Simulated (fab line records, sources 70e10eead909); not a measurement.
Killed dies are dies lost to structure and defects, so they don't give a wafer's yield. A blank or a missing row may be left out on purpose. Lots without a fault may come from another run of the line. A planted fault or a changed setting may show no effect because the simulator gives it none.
fab line records | flow nand_harc
record lots=6 wafers=18 last_day=24
route steps=1159 shown P_GATE@137 END@1159
lots that met no fault: from a run of the same line without faults
start_h: hours from the record's first day to the start of the lot's first wafer shown | wait_h: hours since the lot's step before | " the same as in the row above | L1.1+2: a row that stands for several wafers | - no value, or no start given | * or withheld: withheld | < > ~ a bound
route shown NAME@n: a module of which the file shows steps, and the number in the route of the first | usual: mean/standard deviation of fault-free wafers | same: alike in all rows | chamber/n: place in a boat | sites: the reading at each site | _std_site: their standard deviation | _edge_site: outer sites' mean less inner sites' | radius_mm: how far each site lies from the wafer's centre | mask NAME#n: copy n | behind: the tool/chamber that last shaped the wafer | hold: why the lot was held/for how many hours/how that ended | device: the transistor (n, p or np) that didn't switch | end of line: the same wafers' tests at the end of the route | a step without rows: its recipe alone | killed: dies lost to structure and defects at the first sort, not the wafer's yield | map: a wafer's dies, x killed, . not, _ none there
set.NAME: the setting as run; set.NAME@STEP: as run at that earlier step | model.NAME: the simulator's own value behind a step, which no gauge read
lots at some steps of the route; a table a step, a row a wafer
services: from which hour (start_h, from the record's first day; less than 0 if before it) a tool's chamber was out of use, for how many hours, and why
## steps
# step NHARC_P_GATE_EBR_22
# step NHARC_P_GATE_EXPOSE_23
# recipe na=1.35 target_cd_nm=120 dose_mj=93.91 mask_id=P_GATE
# step NHARC_P_GATE_PEB_24
# recipe peb_temp_c=100 peb_time_s=65
# step NHARC_P_GATE_DEVELOP_25
# recipe develop_time_s=35 dev_temp_c=23
# step NHARC_P_GATE_CD_MEAS_26
# recipe target_cd_nm=120 landing_energy_ev=500
# usual cd_nm=120.2/0.55
# columns lot.wafer tool chamber start_h wait_h cd_nm
L459.2 cd_sem-03 0 92.69 - 119.6
L459.4 " 0 " " 120.0
L459.5 " 0 " " 120.4
L465.3 cd_sem-01 0 120.17 - 119.1
L465.4 " 0 " " 120.0
L465.5 " 0 " " 119.3
L467.1 cd_sem-02 0 141.85 - 120.1
L467.2 " 0 " " 120.4
L467.5 " 0 " " 119.9
L469.2 cd_sem-01 0 153.44 - 120.3
L469.3 " 0 " " 120.3
L469.4 " 0 " " 119.3
L480.1 cd_sem-03 0 213.00 - 120.4
L480.3 " 0 " " 119.4
L480.4 " 0 " " 119.9
L482.2 cd_sem-01 0 232.92 - 119.6
L482.3 " 0 " " 118.9
L482.4 " 0 " " 119.0
# step NHARC_P_GATE_OVL_MEAS_27
# usual overlay_x_nm=-0.1/0.87 overlay_y_nm=0.2/1.1
# columns lot.wafer tool chamber start_h wait_h overlay_x_nm overlay_y_nm
L459.2 overlay-01 - 92.78 - 1.3 0.3
L459.4 " - " " 1.3 0.5
L459.5 " - " " 1.7 0.5
L465.3 overlay-01 - 120.26 - 0.7 -1.0
L465.4 " - " " 0.7 -0.3
L465.5 " - " " 0.6 -0.8
L467.1 overlay-02 - 141.95 - -0.8 0.2
L467.2 " - " " -0.7 0.0
L467.5 " - " " -0.4 0.4
L469.2 overlay-01 - 153.53 - 0.3 -1.1
L469.3 " - " " -0.2 -1.6
L469.4 " - " " 0.1 -1.4
L480.1 overlay-02 - 213.08 - 0.7 -0.8
L480.3 " - " " -0.3 -0.5
L480.4 " - " " 0.3 -1.4
L482.2 overlay-01 - 233.01 - -0.7 0.6
L482.3 " - " " -0.7 -0.6
L482.4 " - " " -0.3 0.4
# step NHARC_P_GATE_INSPECT_28
# usual raw_defect_count=6.0/2.8
# columns lot.wafer tool chamber start_h wait_h raw_defect_count
L459.2 defect_inspect-01 - 92.81 0.0 5
L459.4 " - " " 7
L459.5 " - " " 6
L465.3 defect_inspect-02 - 120.29 0.0 9
L465.4 " - " " 5
L465.5 " - " " 8
L467.1 defect_inspect-01 - 141.99 0.0 6
L467.2 " - " " 3
L467.5 " - " " 5
L469.2 defect_inspect-01 - 153.57 0.0 15
L469.3 " - " " 7
L469.4 " - " " 11
L480.1 defect_inspect-02 - 213.12 0.0 5
L480.3 " - " " 9
L480.4 " - " " 2
L482.2 defect_inspect-02 - 233.04 0.0 10
L482.3 " - " " 2
L482.4 " - " " 9
# step NHARC_P_GATE_DESCUM_31
# recipe time_s=3 o2_flow_sccm=200 ar_flow_sccm=0 bias_power_w=0 chemistry=O2
# usual drypump_motor_current_A=5.8/0.44 oes_product_au=0.998/0.0097 rf_vpp_V=58.0/0.85 showerhead_plenum_p_Torr=1.94/0.082 throttle_valve_pct=11.311/0.0084
# columns lot.wafer tool chamber start_h wait_h drypump_motor_current_A oes_product_au rf_hours_counter_h rf_vpp_V showerhead_plenum_p_Torr throttle_valve_pct
L459.4 rie_diel-07 2 92.88 0.1 6.8 0.996 4 58.3 2.01 11.313
L459.2 " 3 " " 5.0 0.979 4 58.9 2.06 11.316
L459.5 " 3 " " 5.0 0.978 - 58.8 2.06 11.302
L465.3 rie_diel-07 0 120.35 0.1 6.0 0.994 8 56.2 1.91 11.290
L465.4 " 2 " " 6.8 1.004 9 57.9 2.01 11.312
L465.5 " 1 " " 6.1 0.997 - 57.0 1.99 11.304
L467.2 rie_diel-07 1 142.05 0.1 6.1 1.003 14 58.6 1.98 11.318
L467.1 " 2 " " 6.8 1.009 14 57.9 2.01 11.317
L467.5 " 1 " " 6.1 0.999 - 57.2 1.98 11.302
L469.2 rie_diel-07 0 153.64 0.1 6.0 1.001 14 58.0 1.91 11.315
L469.4 " 1 " " 6.1 1.000 15 57.7 1.98 11.309
L469.3 " 2 " " 6.7 1.004 16 59.7 2.01 11.304
L480.4 rie_diel-11 0 213.18 0.1 6.1 1.010 3 58.3 1.83 11.291
L480.3 " 1 " " 5.6 0.994 4 58.1 1.80 11.307
L480.1 " 2 " " 6.0 0.994 4 57.6 1.83 11.284
L482.4 rie_diel-05 2 234.42 1.4 5.5 1.000 26 57.6 1.95 11.322
L482.3 " 3 " " 5.5 0.992 26 58.3 1.99 11.321
L482.2 " 0 " " 5.6 0.980 22 58.0 1.84 11.322
# step NHARC_P_GATE_ETCH_104
# recipe target_depth_a=600 time_s=withheld cf4_flow_sccm=100 chf3_flow_sccm=30 ar_flow_sccm=0 rf_w=500 bias_w=200 chemistry=CF4/CHF3
# usual drypump_motor_current_A=5.8/0.44 oes_product_au=0.948/0.022 rf_vpp_V=371.0/2.4 showerhead_plenum_p_Torr=1.59/0.065 throttle_valve_pct=16.802/0.0095
# columns lot.wafer tool chamber start_h wait_h drypump_motor_current_A oes_product_au rf_vpp_V showerhead_plenum_p_Torr throttle_valve_pct
L459.4 rie_diel-07 2 92.97 0.1 6.8 0.921 371.8 1.65 16.793
L459.2 " 3 " " 5.0 0.907 374.2 1.68 16.826
L459.5 " 3 " " 5.0 0.907 374.7 1.68 16.813
L465.3 rie_diel-07 0 120.44 0.1 6.1 0.946 369.8 1.57 16.820
L465.4 " 2 " " 6.8 0.958 373.3 1.65 16.809
L465.5 " 1 " " 6.1 0.939 371.9 1.63 16.803
L467.1 rie_diel-07 0 142.14 0.1 6.0 0.971 370.9 1.57 16.796
L467.2 " 1 " " 6.1 0.977 371.8 1.63 16.784
L467.5 " 3 " " 5.0 0.977 374.6 1.68 16.790
L469.4 rie_diel-07 1 153.71 0.1 6.1 0.988 373.0 1.63 16.802
L469.3 " 2 " " 6.8 0.983 374.2 1.65 16.806
L469.2 " 3 " " 5.0 0.946 374.4 1.68 16.792
L480.4 rie_diel-11 1 213.27 0.1 5.6 0.961 368.4 1.49 16.803
L480.3 " 2 " " 6.0 0.969 367.8 1.51 16.810
L480.1 " 3 " " 5.4 0.980 371.7 1.64 16.811
L482.4 rie_diel-05 1 234.52 0.1 5.7 0.939 372.9 1.61 16.800
L482.3 " 2 " " 5.5 0.919 371.7 1.60 16.807
L482.2 " 3 " " 5.5 0.919 373.1 1.64 16.802
# step NHARC_P_GATE_HM_OPEN_105
# recipe target_depth_a=3600 o2_flow_sccm=400 cos_flow_sccm=20 ar_flow_sccm=0 rf_w=500 bias_w=300 chemistry=O2/COS
# usual drypump_motor_current_A=5.8/0.43 oes_product_au=1.001/0.0095 rf_vpp_V=467.9/2.8 showerhead_plenum_p_Torr=3.16/0.13 throttle_valve_pct=28.331/0.0091
# columns lot.wafer tool chamber start_h wait_h drypump_motor_current_A oes_product_au rf_hours_counter_h rf_vpp_V showerhead_plenum_p_Torr throttle_valve_pct
L459.2 rie_diel-07 2 - - 6.8 1.002 4 470.7 3.28 28.326
L459.4 " 3 " " 5.0 0.988 4 472.6 3.34 28.309
L459.5 " 2 " " 6.8 1.004 - 470.6 3.28 28.331
L465.3 rie_diel-07 0 - - 6.0 0.988 8 467.3 3.11 28.338
L465.4 " 2 " " 6.8 1.017 9 469.7 3.28 28.309
L465.5 " 0 " " 6.0 1.003 - 469.1 3.11 28.318
L467.1 rie_diel-07 0 - - 6.0 1.003 12 468.3 3.11 28.332
L467.2 " 1 " " 6.1 1.006 14 469.6 3.23 28.341
L467.5 " 0 " " 6.1 1.010 - 467.1 3.11 28.337
L469.3 rie_diel-07 2 - - 6.8 1.009 16 471.0 3.27 28.323
L469.2 " 3 " " 5.1 0.984 14 471.6 3.34 28.329
L469.4 " 0 " " 6.1 0.995 14 468.2 3.11 28.316
L480.3 rie_diel-11 3 - - 5.4 1.004 4 468.8 3.26 28.331
L480.1 " 0 " " 6.1 1.010 4 464.8 2.99 28.344
L480.4 " 1 " " 5.6 1.004 4 462.4 2.95 28.329
L482.2 rie_diel-05 2 - - 5.5 0.994 26 466.0 3.18 28.323
L482.3 " 3 " " 5.6 1.003 26 469.8 3.25 28.332
L482.4 " 1 " " 5.7 1.006 21 468.0 3.20 28.337
# step NHARC_P_GATE_STRIP_106
# recipe o2_flow_sccm=400 cos_flow_sccm=20 ar_flow_sccm=0 bias_w=0 chemistry=O2/COS
# step NHARC_P_GATE_ETCH_114
# recipe target_depth_a=300 overetch_a=30 time_s=16.5 ion_energy_ev=100 cf4_flow_sccm=80 o2_flow_sccm=20 ar_flow_sccm=0 rf_w=300 bias_w=100 chemistry=CF4/O2
# usual drypump_motor_current_A=5.8/0.43 oes_product_au=0.999/0.01 rf_vpp_V=198.1/1.4 showerhead_plenum_p_Torr=1.35/0.056 throttle_valve_pct=13.397/0.0099
# columns lot.wafer tool chamber start_h wait_h drypump_motor_current_A oes_product_au rf_hours_counter_h rf_vpp_V showerhead_plenum_p_Torr throttle_valve_pct
L459.4 rie_diel-07 1 - - 6.1 0.995 4 199.6 1.39 13.415
L459.2 " 3 " " 5.0 0.989 4 198.7 1.43 13.374
L459.5 " 2 " " 6.7 0.994 - 200.4 1.40 13.376
L465.3 rie_diel-07 0 - - 6.0 1.003 8 197.9 1.33 13.403
L465.4 " 3 " " 5.0 0.985 8 201.0 1.43 13.395
L465.5 " 1 " " 6.1 0.996 - 197.2 1.38 13.385
L467.2 rie_diel-07 3 - - 5.0 0.992 12 199.5 1.43 13.412
L467.1 " 0 " " 6.0 1.005 12 197.6 1.33 13.395
L467.5 " 0 " " 6.0 1.002 - 198.2 1.33 13.389
L469.2 rie_diel-07 1 - - 6.1 1.003 15 197.9 1.38 13.404
L469.4 " 2 " " 6.7 1.008 16 199.5 1.40 13.389
L469.3 " 0 " " 6.0 0.998 14 198.4 1.33 13.394
L480.4 rie_diel-11 0 - - 6.1 1.007 4 196.3 1.28 13.399
L480.3 " 1 " " 5.6 1.000 4 196.1 1.26 13.390
L480.1 " 3 " " 5.4 1.008 4 197.4 1.39 13.390
L482.3 rie_diel-05 0 - - 5.6 0.983 22 197.9 1.28 13.400
L482.2 " 1 " " 5.7 1.003 21 197.9 1.37 13.371
L482.4 " 2 " " 5.5 0.981 26 198.1 1.36 13.416
# step NHARC_P_GATE_ETCH_32
# recipe target_depth_a=1500 over_etch_frac=1 over_etch_ion_energy_ev=40 time_s=100.1 hbr_flow_sccm=150 cl2_flow_sccm=50 rf_w=400 icp_w=400 bias_w=100 chemistry=HBr/Cl2
# usual drypump_motor_current_A=5.9/0.53 he_backside_leak_sccm=2.71/0.3 mfc_cl2_sccm=50.00/0.17 oes_product_au=1.000/0.0099 throttle_valve_pct=26.405/0.0098
# columns lot.wafer tool chamber start_h wait_h drypump_motor_current_A he_backside_leak_sccm mfc_cl2_sccm oes_product_au rf_hours_counter_h throttle_valve_pct
L459.4 rie_si-06 1 93.60 - 5.7 2.99 50.05 0.985 0.6 26.396
L459.2 " 3 " " 5.8 2.87 49.78 0.999 0.4 26.406
L459.5 " 2 " " 6.5 2.61 50.17 0.994 - 26.400
L465.3 rie_si-03 2 120.81 - 6.6 2.54 49.87 1.006 1.1 26.403
L465.4 " 0 " " 5.9 2.89 50.01 0.994 0.6 26.410
L465.5 " 2 " " 6.6 2.22 49.86 1.009 - 26.412
L467.2 rie_si-06 3 142.54 - 5.7 2.81 50.04 0.991 0.8 26.418
L467.1 " 0 " " 4.9 2.50 39.94 0.998 1.0 25.816
L467.5 " 1 " " 5.6 2.93 50.11 0.994 - 26.424
L469.4 rie_si-06 2 154.26 - 6.6 2.81 50.00 1.011 0.9 26.401
L469.3 " 3 " " 5.8 2.69 50.01 1.004 0.8 26.411
L469.2 " 0 " " 4.9 2.35 39.95 1.010 1.1 25.806
L480.1 rie_si-03 2 213.64 - 6.6 2.45 49.79 0.994 0.9 26.416
L480.4 " 0 " " 5.9 2.92 49.87 1.009 0.9 26.413
L480.3 " 1 " " 5.1 2.47 49.79 0.998 1.0 26.408
L482.2 rie_si-03 3 234.93 - 5.9 3.01 50.07 0.989 1.0 26.408
L482.3 " 0 " " 5.9 2.97 49.70 1.010 1.1 26.400
L482.4 " 2 " " 6.6 2.07 50.03 0.989 1.2 26.408
# step NHARC_P_GATE_STRIP_108
# recipe o2_flow_sccm=500 ar_flow_sccm=0 bias_w=0 chemistry=O2
# usual drypump_motor_current_A=5.8/0.42 oes_product_au=0.999/0.0097 rf_vpp_V=57.8/0.91 showerhead_plenum_p_Torr=3.53/0.15 throttle_valve_pct=17.036/0.0099
# columns lot.wafer tool chamber start_h wait_h drypump_motor_current_A oes_product_au rf_hours_counter_h rf_vpp_V showerhead_plenum_p_Torr throttle_valve_pct
L459.4 rie_diel-07 1 93.79 - 6.1 1.006 4 59.2 3.66 17.038
L459.2 " 2 " " 6.8 1.005 4 59.2 3.70 17.032
L459.5 " 0 " " 6.0 0.991 - 57.4 3.52 17.031
L465.4 rie_diel-11 3 120.97 - 5.4 0.992 34 56.7 3.70 17.042
L465.3 " 0 " " 6.1 0.982 33 58.2 3.40 17.034
L465.5 " 3 " " 5.4 0.991 - 60.1 3.70 17.036
L467.1 rie_diel-11 0 142.67 - 6.2 1.014 43 57.7 3.40 17.052
L467.2 " 1 " " 5.7 0.999 45 55.5 3.35 17.012
L467.5 " 0 " " 6.1 1.002 - 56.6 3.40 17.033
L469.4 rie_diel-07 0 154.40 - 6.0 0.998 14 57.9 3.52 17.038
L469.2 " 1 " " 6.1 1.008 15 58.5 3.65 17.042
L469.3 " 2 " " 6.8 1.010 16 56.2 3.70 17.031
L480.3 rie_diel-07 0 213.82 - 6.0 1.011 24 57.4 3.51 17.035
L480.4 " 1 " " 6.1 1.007 26 59.6 3.64 17.038
L480.1 " 2 " " 6.8 1.005 32 57.7 3.69 17.042
L482.2 rie_diel-11 1 235.24 - 5.6 1.002 12 57.9 3.34 17.038
L482.4 " 1 " " 5.6 0.988 - 57.6 3.34 17.041
L482.3 " 2 " " 6.0 0.997 - 56.4 3.38 17.031
# step NHARC_END_SORT_01
# recipe temp_c=25
# usual killed_at_array=29/11 killed_at_other=0.7/1.1 killed_at_periphery=3.1/2 killed_dies=33/11 killed_open=3.5/1.8 killed_short=2.0/1.4
# same gross_dies=677
# columns lot.wafer tool chamber start_h wait_h killed_at_array killed_at_other killed_at_periphery killed_dies killed_open killed_short
L469.2 prober-01 0 518.96 2.8 30 1 9 40 4 2
L469.3 prober-01 0 519.75 3.1 29 0 2 31 3 0
L469.4 prober-01 0 520.53 3.4 37 1 3 41 3 4
L480.4 prober-02 0 556.17 3.4 17 3 2 22 4 1
# killed by level:class
L469.2 A_SLIT:chamber_film_flake=12 P_ZERO_WELL:chamber_film_flake=8 A_CHANNEL_HOLE_D1:chamber_film_flake=5 A_STAIRCASE:chamber_film_flake=4 A_CONTACT:chamber_film_flake=3 A_CONTACT:geometric_particle:open=2 A_SOURCE_PLATE:geometric_particle:open=1 A_WL_FILL:geometric_particle:open=1
L469.3 A_SLIT:chamber_film_flake=15 A_CONTACT:chamber_film_flake=5 A_CHANNEL_HOLE_D1:chamber_film_flake=4 P_ZERO_WELL:chamber_film_flake=2 A_STAIRCASE:chamber_film_flake=2 A_SOURCE_PLATE:geometric_particle:open=1 A_WL_FILL:geometric_particle:open=1 A_CONTACT:geometric_particle:open=1
L469.4 A_SLIT:chamber_film_flake=13 A_STAIRCASE:chamber_film_flake=7 A_CHANNEL_HOLE_D1:chamber_film_flake=6 A_CONTACT:chamber_film_flake=4 A_CONTACT:geometric_particle:short=2 P_ZERO_WELL:chamber_film_flake=2 P_GATE:geometric_particle:short=1 A_ONON_D1:geometric_particle:open=1
L480.4 A_STAIRCASE:chamber_film_flake=9 THIN_TSV:chamber_film_flake=3 A_CHANNEL_HOLE_D1:chamber_film_flake=2 A_CONTACT:chamber_film_flake=2 P_CONTACT:geometric_particle:short=1 P_M0:geometric_particle:open=1 A_ONON_D1:geometric_particle:open=1 A_CHANNEL_FILL_D1:geometric_particle:open=1
## services
# columns tool chamber start_h hours kind
rie_diel-11 2 79.78 3.7 repair
rie_diel-05 3 81.26 9.8 repair
rie_si-03 0 84.19 22.8 repair
rie_diel-07 0 85.09 - clean
rie_diel-07 1 85.09 - clean
rie_diel-07 2 85.09 - clean
rie_diel-07 3 85.09 - clean
rie_diel-07 0 109.59 - clean
rie_diel-05 3 125.60 10.1 repair
rie_si-03 2 151.33 1.9 repair
rie_si-03 - 155.00 9.0 pm
rie_diel-05 - 163.70 9.0 pm
rie_diel-07 1 164.41 13.7 repair
rie_diel-07 3 168.86 7.2 repair
rie_si-06 0 177.84 2.8 repair
rie_diel-07 0 182.79 13.6 repair
rie_si-06 - 183.00 9.0 pm
rie_diel-11 - 190.18 9.0 pm
rie_si-06 1 209.69 3.3 repair
rie_diel-05 1 223.34 2.1 repair
rie_si-03 2 226.62 2.0 repair
rie_diel-07 - 228.52 9.0 pm
rie_diel-11 3 230.67 8.3 repair
rie_diel-11 0 231.29 6.4 repair
## key
first_sign step=NHARC_P_GATE_ETCH_32 reading=throttle_valve_pct direction=down sigmas=61 usual=26.405 struck=25.811
effect step=NHARC_P_GATE_ETCH_32 reading=mfc_cl2_sccm direction=down sigmas=59 usual=50.00 struck=39.94
met_at NHARC_P_GATE_ETCH_32
struck_wafers L467.1,L469.2
tester_left_out L467,L469
fault kind=process_parameter_drift tool=rie_si-06 chamber=0 onset_h=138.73 steps=NHARC_P_GATE_ETCH_32 channel=cl2_flow_sccm offset=* shape=step end_h=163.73 acts_in=* stated=*
# tester_left_out: of these lots the tester's yield and bins aren't shown, on N5 and GAA mostly nor the transistor test; their killed dies are dies lost to structure and defects alone, not to doping, threshold or leakage, so they don't give the yield
